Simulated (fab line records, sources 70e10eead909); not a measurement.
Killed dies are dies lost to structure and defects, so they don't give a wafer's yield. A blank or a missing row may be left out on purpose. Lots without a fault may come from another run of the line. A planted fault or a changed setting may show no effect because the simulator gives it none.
fab line records | flow nand_harc
record lots=12 wafers=36 last_day=33
route steps=1302 shown A_WL_FILL@967 A_CONTACT@983
lots that met no fault: from a run of the same line without faults
start_h: hours from the record's first day to the start of the lot's first wafer shown | wait_h: hours since the lot's step before | " the same as in the row above | L1.1+2: a row that stands for several wafers | - no value, or no start given | * or withheld: withheld | < > ~ a bound
route shown NAME@n: a module of which the file shows steps, and the number in the route of the first | usual: mean/standard deviation of fault-free wafers | same: alike in all rows | chamber/n: place in a boat | sites: the reading at each site | _std_site: their standard deviation | _edge_site: outer sites' mean less inner sites' | radius_mm: how far each site lies from the wafer's centre | mask NAME#n: copy n | behind: the tool/chamber that last shaped the wafer | hold: why the lot was held/for how many hours/how that ended | device: the transistor (n, p or np) that didn't switch | end of line: the same wafers' tests at the end of the route | a step without rows: its recipe alone | killed: dies lost to structure and defects at the first sort, not the wafer's yield | map: a wafer's dies, x killed, . not, _ none there
set.NAME: the setting as run; set.NAME@STEP: as run at that earlier step | model.NAME: the simulator's own value behind a step, which no gauge read
steps of the route over a sample of lots; a table a step, a row a wafer
services: from which hour (start_h, from the record's first day; less than 0 if before it) a tool's chamber was out of use, for how many hours, and why
## steps
# step NHARC_A_WL_FILL_STRIP_29
# recipe time_s=20 o2_flow_sccm=500 ar_flow_sccm=0 bias_w=0 chemistry=O2
# usual drypump_motor_current_A=5.8/0.34 oes_product_au=1.000/0.0096 rf_vpp_V=57.7/0.95 showerhead_plenum_p_Torr=3.45/0.12 throttle_valve_pct=17.036/0.0087
# columns lot.wafer tool chamber start_h wait_h drypump_motor_current_A oes_product_au rf_hours_counter_h rf_vpp_V showerhead_plenum_p_Torr throttle_valve_pct
L113.4 rie_diel-02 2 482.67 0.1 6.2 1.007 4.7 57.4 3.37 17.026
L113.3 " 3 " " 5.6 0.988 5.2 57.2 3.38 17.037
L113.5 " 3 " " 5.6 0.990 - 58.0 3.38 17.049
L114.3 rie_diel-02 1 487.13 0.1 5.6 0.990 4.2 56.6 3.44 17.038
L114.1 " 2 " " 6.2 1.004 4.9 57.9 3.37 17.036
L114.5 " 2 " " 6.2 0.998 - 56.9 3.37 17.054
L116.2 rie_diel-02 0 503.46 0.1 5.8 1.006 5.5 58.5 3.47 17.029
L116.1 " 3 " " 5.6 0.990 5.7 57.3 3.38 17.041
L116.5 " 1 " " 5.6 0.987 - 57.4 3.44 17.041
L117.2 rie_diel-10 1 508.39 0.1 6.0 0.989 3.4 56.7 3.42 17.034
L117.1 " 2 " " 5.6 1.006 2.9 57.7 3.45 17.051
L117.5 " 1 " " 5.9 0.994 - 58.5 3.42 17.030
L118.1 rie_diel-10 1 530.53 0.1 5.9 0.999 3.9 57.8 3.42 17.022
L118.3 " 0 " " 6.5 0.985 4.1 57.9 3.57 17.035
L118.5 " 1 " " 5.9 1.003 - 58.4 3.42 17.024
L120.4 rie_diel-10 1 579.07 0.1 5.9 0.984 4.6 59.0 3.42 17.045
L120.2 " 0 " " 6.5 0.993 4.8 58.4 3.57 17.031
L120.5 " 2 " " 5.6 1.002 - 59.8 3.44 17.032
L124.4 rie_diel-10 1 585.54 0.1 5.9 0.993 4.7 58.4 3.42 17.045
L124.6 " 0 " " 6.4 0.982 - 57.7 3.57 17.046
L124.5 " 1 " " 5.9 1.001 - 56.3 3.42 17.030
L126.2 rie_diel-04 3 605.08 0.1 6.1 1.014 2.3 59.0 3.78 17.044
L126.1 " 0 " " 5.7 1.006 2.3 56.5 3.33 17.049
L126.6 " 0 " " 5.7 1.000 - 57.2 3.33 17.035
L133.2 rie_diel-10 2 686.80 0.1 5.6 1.005 2.7 57.4 3.44 17.043
L133.5 " 2 " " 5.6 1.007 - 58.2 3.44 17.046
L133.6 " 3 " " 5.2 1.012 - 56.0 3.30 17.030
L134.2 rie_diel-02 2 686.83 0.1 6.2 1.008 5.6 57.6 3.36 17.052
L134.1 " 0 " " 5.8 1.002 5.8 57.5 3.46 17.044
L134.6 " 1 " " 5.6 0.993 - 58.0 3.43 17.039
L135.2 rie_diel-02 3 701.49 0.1 5.6 0.991 6.0 57.4 3.37 17.026
L135.1 " 2 " " 6.2 1.007 5.9 57.6 3.36 17.024
L135.5 " 0 " " 5.8 0.994 - 57.4 3.46 17.048
L136.3 rie_diel-02 2 707.93 0.1 6.2 1.006 6.2 58.9 3.36 17.042
L136.4 " 3 " " 5.6 0.995 6.2 57.6 3.37 17.038
L136.1 " 1 " " 5.6 0.994 5.9 57.1 3.43 17.042
# step NHARC_A_WL_FILL_CVD_20
# recipe target_thk_a=1000 temp_c=400 pressure_torr=40 wf6_flow_sccm=40 h2_flow_sccm=1600 ar_flow_sccm=1560 time_s=74 material=W
# usual heater_power_w=799/74 susceptor_temp_C=400.01/0.23 throttle_valve_pct=7.98/0.21
# columns lot.wafer tool chamber start_h wait_h heater_power_w susceptor_temp_C throttle_valve_pct
L113.3 cvd_w-01 1 - - 927 400.29 7.88
L113.4 " 0 " " 731 400.24 8.00
L113.5 " 1 " " 940 400.14 8.10
L114.1 cvd_w-01 1 - - 915 400.21 8.35
L114.3 " 0 " " 732 400.16 7.76
L114.5 " 0 " " 718 399.64 7.86
L116.1 cvd_w-02 1 - - 780 - 7.63
L116.2 " 0 " " 844 - 8.34
L116.5 " 1 " " 786 - 7.87
L117.1 cvd_w-01 0 - - 739 399.96 7.84
L117.2 " 1 " " 915 400.28 7.89
L117.5 " 1 " " 929 399.87 8.20
L118.1 cvd_w-02 0 - - 820 399.90 8.15
L118.3 " 0 " " 823 399.69 8.15
L118.5 " 0 " " 820 399.57 8.15
L120.2 cvd_w-02 1 - - 806 - 8.01
L120.4 " 0 " " 845 - 8.56
L120.5 " 0 " " 835 - 8.34
L124.4 cvd_w-01 0 - - 688 400.34 7.70
L124.6 " 0 " " 708 400.26 7.78
L124.5 " 1 " " 865 399.84 7.92
L126.1 cvd_w-01 1 - - 849 - 7.61
L126.2 " 0 " " 711 - 7.90
L126.6 " 1 " " 860 - 7.75
L134.2 cvd_w-01 0 - - 711 399.94 7.95
L134.1 " 1 " " 857 400.31 7.85
L134.6 " 1 " " 866 400.10 7.97
L133.2 cvd_w-02 1 - - 795 - 8.18
L133.6 " 1 " " 787 - 7.97
L133.5 " 0 " " 843 - 8.51
L135.1 cvd_w-02 0 - - 827 399.92 8.14
L135.2 " 1 " " 760 399.91 8.24
L135.5 " 0 " " 826 399.98 8.51
L136.1 cvd_w-01 0 - - 708 - 7.87
L136.4 " 1 " " 845 - 7.88
L136.3 " 0 " " 699 - 7.94
# step NHARC_A_CONTACT_DEP_24
# recipe target_thk_a=5000 temp_c=400 pressure_torr=6.5 rf_w=900 teos_flow_sccm=161.4 flow_sccm=2650 target_thk_nm=500 gas=O2 material=SiO2
# usual heater_power_outer_w=314/45 heater_power_w=571/74 rf_fwd_power_W=899.1/2.7 showerhead_vpp_V=1855/120 susceptor_temp_C=400.00/0.22 throttle_valve_pct=16.0/0.32
# columns lot.wafer tool chamber start_h wait_h heater_power_outer_w heater_power_w rf_fwd_power_W showerhead_vpp_V susceptor_temp_C throttle_valve_pct
L113.3 pecvd-04 0 490.93 0.1 332 587 898.0 1967 400.06 16.1
L113.5 " 0 " " 337 603 900.2 1953 400.04 16.1
L113.4 " 1 " " 339 585 899.8 1706 399.98 16.4
L114.3 pecvd-04 2 493.84 0.1 308 634 902.9 1768 399.54 15.8
L114.1 " 0 " " 259 488 895.6 1960 400.33 16.0
L114.5 " 1 " " 418 710 897.6 1721 399.90 16.2
L116.2 pecvd-02 2 510.08 0.1 302 505 899.7 1992 400.10 16.2
L116.1 " 0 " " 328 552 898.3 2030 400.11 16.1
L116.5 " 1 " " 324 601 905.2 1720 400.16 16.4
L117.1 pecvd-04 1 515.04 0.1 297 547 904.3 1723 400.14 16.4
L117.2 " 2 " " 344 697 900.2 1763 400.15 15.5
L117.5 " 0 " " 275 512 903.1 1952 400.11 16.1
L118.3 pecvd-02 2 536.99 0.1 277 459 898.2 2021 399.91 16.2
L118.1 " 0 " " 395 633 899.9 2009 400.16 16.1
L118.5 " 2 " " 301 487 895.3 2006 399.55 16.1
L120.2 pecvd-01 0 585.66 0.2 312 595 900.7 1858 400.06 16.0
L120.5 " 1 " " 332 590 899.0 1893 400.27 15.6
L120.4 " 2 " " 269 463 901.2 1906 400.12 15.5
L124.5 pecvd-04 0 592.58 0.6 227 452 1262.8 2371 400.04 15.7
L124.4 " 1 " " 381 662 894.1 1725 399.95 16.3
L124.6 " 2 " " 246 551 903.3 1778 399.51 15.7
L126.2 pecvd-04 0 611.48 0.1 239 457 1257.0 2336 400.04 15.9
L126.1 " 2 " " 275 605 899.7 1770 400.05 16.1
L126.6 " 0 " " 136 316 1258.7 2351 400.06 16.2
L133.2 pecvd-02 2 694.35 0.1 267 457 895.9 2020 400.27 15.6
L133.5 " 2 " " 286 472 902.3 2034 400.18 15.8
L133.6 " 1 " " 277 564 892.0 1714 400.11 17.0
L134.1 pecvd-04 1 694.36 0.1 375 682 895.8 1744 399.89 15.9
L134.2 " 2 " " 242 518 897.8 1737 400.00 15.4
L134.6 " 0 " " 308 542 900.3 1946 400.14 16.2
L135.1 pecvd-02 0 708.04 0.1 352 571 899.4 2072 399.65 16.5
L135.2 " 1 " " 345 647 899.3 1710 399.95 16.7
L135.5 " 0 " " 376 603 905.5 2055 399.57 16.3
L136.1 pecvd-04 0 714.32 0.1 311 534 901.3 1943 400.16 16.3
L136.3 " 1 " " 327 597 900.4 1744 399.66 15.9
L136.4 " 0 " " 315 542 901.8 1985 400.19 16.0
# step NHARC_A_CONTACT_OVL_MEAS_43
# usual overlay_x_nm=0.1/0.88 overlay_y_nm=0.1/0.81
# columns lot.wafer tool chamber start_h wait_h overlay_x_nm overlay_y_nm
L113.3 overlay-01 - 498.13 - 0.2 0.5
L113.4 " - " " 0.5 -0.1
L113.5 " - " " 0.4 0.2
L114.1 overlay-01 - 500.62 - -1.0 0.6
L114.3 " - " " -1.0 -0.4
L114.5 " - " " -0.5 -0.1
L116.1 overlay-01 - 515.51 - 3.3 -0.1
L116.2 " - " " 1.9 0.3
L116.5 " - " " 2.1 0.5
L117.1 overlay-02 - 520.66 - -1.4 -0.5
L117.2 " - " " -1.3 -0.5
L117.5 " - " " -1.0 -0.8
L118.1 overlay-02 - 544.15 - 0.9 0.0
L118.3 " - " " 0.8 -0.5
L118.5 " - " " 0.8 -0.4
L120.2 overlay-02 - 591.30 - 0.3 -1.1
L120.4 " - " " 0.6 -0.5
L120.5 " - " " 0.6 0.3
L124.4 overlay-02 - 597.91 - 0.6 0.6
L124.5 " - " " 0.8 0.2
L124.6 " - " " 0.4 0.5
L126.1 overlay-02 - 622.10 - 0.5 0.0
L126.2 " - " " 0.9 -0.2
L126.6 " - " " 0.6 -0.1
L134.1 overlay-02 - 699.99 - -0.3 -0.5
L134.2 " - " " 0.0 -1.2
L134.6 " - " " 0.5 -0.2
L133.2 overlay-01 - 700.31 - -0.5 2.2
L133.5 " - " " -1.1 2.0
L133.6 " - " " -0.8 2.0
L135.1 overlay-02 - 714.73 - 0.5 0.0
L135.2 " - " " 1.0 0.2
L135.5 " - " " 0.2 0.1
L136.1 overlay-01 - 720.09 - 0.2 -0.4
L136.3 " - " " 0.9 -0.2
L136.4 " - " " 1.2 -0.7
## services
# columns tool chamber start_h hours kind
rie_diel-04 3 463.40 8.2 repair
rie_diel-10 3 487.66 71.5 repair
pecvd-01 - 493.39 13.0 pm
rie_diel-02 3 493.72 4.7 repair
rie_diel-02 2 493.90 59.7 repair
cvd_w-02 - 497.45 1.5 repair
rie_diel-10 2 503.04 2.9 repair
rie_diel-04 - 532.00 9.0 pm
cvd_w-01 - 547.00 13.0 pm
pecvd-02 - 557.37 0.8 repair
pecvd-02 - 559.03 27.6 repair
rie_diel-04 1 560.82 37.2 repair
pecvd-01 - 561.55 0.9 repair
rie_diel-02 - 570.77 9.0 pm
cvd_w-02 1 584.94 2.1 repair
pecvd-02 - 589.63 13.0 pm
cvd_w-01 - 594.81 0.6 repair
rie_diel-10 - 596.50 9.0 pm
pecvd-01 - 627.03 5.3 repair
pecvd-04 - 631.04 13.0 pm
cvd_w-02 - 635.86 13.0 pm
pecvd-01 2 661.79 13.2 repair
cvd_w-02 0 699.67 5.0 repair
pecvd-04 - 712.32 1.8 repair
## key
first_sign step=NHARC_A_CONTACT_DEP_24 reading=rf_fwd_power_W direction=up sigmas=99+ usual=* struck=*
effect step=NHARC_A_CONTACT_DEP_24 reading=showerhead_vpp_V direction=up sigmas=4.1 usual=1855 struck=2352
met_at NHARC_A_CONTACT_DEP_24
struck_lots L124,L126
struck_wafers L124.5,L126.2,L126.6
tester_left_out L124,L126
not_acting_at NHARC_A_WL_FILL_STRIP_29,NHARC_A_WL_FILL_CVD_20,NHARC_A_CONTACT_OVL_MEAS_43
onset_between 515.04 592.58
fault kind=process_parameter_drift tool=pecvd-04 chamber=0 onset_h=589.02 steps=NHARC_A_CONTACT_DEP_24 channel=rf_w offset=* shape=step end_h=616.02 acts_in=* stated=*
# tester_left_out: of these lots the tester's yield and bins aren't shown, on N5 and GAA mostly nor the transistor test; their killed dies are dies lost to structure and defects alone, not to doping, threshold or leakage, so they don't give the yield
